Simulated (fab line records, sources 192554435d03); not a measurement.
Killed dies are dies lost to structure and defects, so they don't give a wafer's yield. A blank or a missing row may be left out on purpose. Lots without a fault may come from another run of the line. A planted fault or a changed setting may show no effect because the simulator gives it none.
A struck lot beside a sound one | flow n5_finfet | 41 steps out of a route of 1938
Sound: wafers L201.2, L201.3, L201.6. Struck: wafer L216.4. (L216.3, L216.6 of the same lot were not struck and are left out.) The cause comes at the end.
At each step with rows: each side's tool, then ch and its chambers, then its first start. Under that, the readings that differ: sound wafers | struck wafers | difference of the means | sigmas: that difference in standard deviations of wafers without a fault.
alike: readings whose means differ by less than 2 such deviations, and words and numbers that are the same on both sides. not compared: withheld readings, readings that some wafer has no value for, bounds like >300 that may hide the same value, and numbers for which the record gives no deviation and whose values overlap.
The two part at a step that has a row with sigmas, a row that says differs or no value, or rows on one side only. Numbers that don't overlap but have no deviation are shown without sigmas and don't part them. A reading that every wafer of one side lacks parts them only if that side has two wafers or more.

first, 2 steps without rows for these wafers: N5_BEOL_M4_PRECLEAN_42 (cleans in residue remover, time 60 s); N5_BEOL_M4_SRD_43 (time 30 s).
N5_BEOL_M4_CD_MEAS_35: target cd 18 nm, target cd y 22.4 nm.
  sound on cd_sem-02, day 8 15:43; struck on cd_sem-03, day 12 16:27
  alike: cd_nm
then, 3 steps without rows for these wafers: N5_BEOL_M4_DEGAS_44 (time 60 s); N5_BEOL_M4_PRE_CLEAN_45 (time 30 s); N5_BEOL_M4_ALD_84 (deposits TaN, pulse time 2 s, purge time 3 s, co reactant purge time 2 s).
N5_BEOL_M4_SURFACE_TREAT_85:
  sound on pvd_sputter-03, day 8 17:07; struck on pvd_sputter-01, day 12 17:06
  not compared: throttle_valve_pct
then, 1 step without rows for these wafers: N5_BEOL_M4_CVD_47 (deposits Co from CCTBA/H2, target thk 3 nm, time 223.8 s).
N5_BEOL_M4_SPUTTER_48: material Cu, target thk 4.5 nm, time 8.29 s.
  sound on pvd_sputter-02, day 8 17:34; struck on pvd_sputter-01, day 12 17:19
  alike: chamber_pressure_pa, throttle_valve_pct
then, 3 steps without rows for these wafers: N5_BEOL_M4_ANNEAL_49 (time 240 s); N5_BEOL_M4_SPUTTER_79 (material Cu, target thk 4.5 nm, time 8.29 s); N5_BEOL_M4_ANNEAL_80 (time 240 s).
N5_BEOL_M4_SPUTTER_81: material Cu, target thk 4.5 nm, time 8.29 s.
  sound on pvd_sputter-02, day 8 18:01; struck on pvd_sputter-01, day 12 17:46
  alike: chamber_pressure_pa, throttle_valve_pct
then, 13 steps without rows for these wafers: N5_BEOL_M4_ANNEAL_82 (time 240 s); N5_BEOL_M4_SPUTTER_86 (material Cu, target thk 4.5 nm, time 8.29 s); N5_BEOL_M4_ANNEAL_87 (time 240 s); N5_BEOL_M4_SPUTTER_88 (material Cu, target thk 4.5 nm, time 8.29 s); N5_BEOL_M4_ANNEAL_89 (time 240 s); N5_BEOL_M4_SPUTTER_90 (material Cu, target thk 4.5 nm, time 8.29 s); N5_BEOL_M4_ANNEAL_91 (time 240 s); N5_BEOL_M4_SPUTTER_92 (material Cu, target thk 4.5 nm, time 8.29 s); N5_BEOL_M4_ANNEAL_93 (time 240 s); N5_BEOL_M4_SPUTTER_94 (material Cu, target thk 4.5 nm, time 8.29 s); N5_BEOL_M4_ANNEAL_95 (time 240 s); N5_BEOL_M4_SPUTTER_96 (material Cu, target thk 4.5 nm, time 8.29 s); N5_BEOL_M4_ECD_50 (material Cu, target thk 300 nm).
N5_BEOL_M4_ANNEAL_51: time 90 s.
  sound on rtp_anneal-01 ch 0, day 8 19:34; struck on rtp_anneal-02 ch 0, day 12 19:22
  alike: wafer_temp_C_max
N5_BEOL_M4_CMP_52: polishes, stops on SiOC, t overpolish 6.8 s, target thk 40 nm.
  sound on cmp-03 ch 0,2,3, day 8 19:49; struck on cmp-01 ch 3, day 12 19:35
  alike: barrier_field_endpoint_s, head_pressure_psi, motor_current_A, overpolish_run_s, time_to_endpoint_s
N5_BEOL_M4_PRE_CLEAN_60: time 15 s.
  sound on cvd_co-01 ch 0,1, day 8 20:09; struck on cvd_co-01 ch 2, day 12 19:55
  alike: heater_power_w
then, 3 steps without rows for these wafers: N5_BEOL_M4_CO_CAP_55 (material Co, precursor CCTBA/H2, target thk 2 nm, time 102.1 s); N5_BEOL_M4_PRE_CLEAN_56 (time 15 s); N5_BEOL_M4_DEP_57 (deposits SiCN from 3MS/NH3, target thk 8 nm, time 14 s).
N5_BEOL_M4_RS_MEAS_58: measures by four-point-probe.
  sound on film_metro-01, day 8 20:23; struck on film_metro-01, day 12 20:08
  alike: M4_RS
N5_BEOL_M4_RC_MEAS_101:
  sound on prober-01 ch 0, day 8 20:35; struck on prober-02 ch 0, day 12 20:30
  alike: DIBL_N, DIBL_P, IOFF_N, IOFF_P, ION_N, ION_P, SS_N, SS_P, VT_N, VT_P
then, 2 steps without rows for these wafers: N5_BEOL_M5_ILD_DEP_00 (deposits SiCOH lowk from DEMS/porogen, target thk 140.64 nm, time 25.9 s); N5_BEOL_M5_CURE_79 (cures SiCOH lowk, time 240 s).
N5_BEOL_M5_THK_MEAS_01:
  sound on film_metro-02, day 8 21:58; struck on film_metro-02, day 12 21:45
  alike: M5_ILD_THK
then, 3 steps without rows for these wafers: N5_BEOL_M5_PECVD_70 (deposits SiO2 from TEOS/O2, target thk 16 nm, time 18 s); N5_BEOL_M5_HM_DEP_02 (deposits TiN, target thk 20 nm); N5_BEOL_M5_COAT_59 (time 60 s, resist thk 60 nm).
-- the record jumps here: 5 days lie between the struck wafers' starts before and after (it left off in module BEOL_M5 and takes up again in module PASSIVATION, whose first step shown is number 1936 of the route) --
N5_PASSIVATION_PROBE_49:
  the record has rows for the struck wafers here (prober-01, day 17 14:11) and none for the sound ones

WHERE THEY PART
Only at N5_PASSIVATION_PROBE_49, within this record.

WHY: what the simulator had put in
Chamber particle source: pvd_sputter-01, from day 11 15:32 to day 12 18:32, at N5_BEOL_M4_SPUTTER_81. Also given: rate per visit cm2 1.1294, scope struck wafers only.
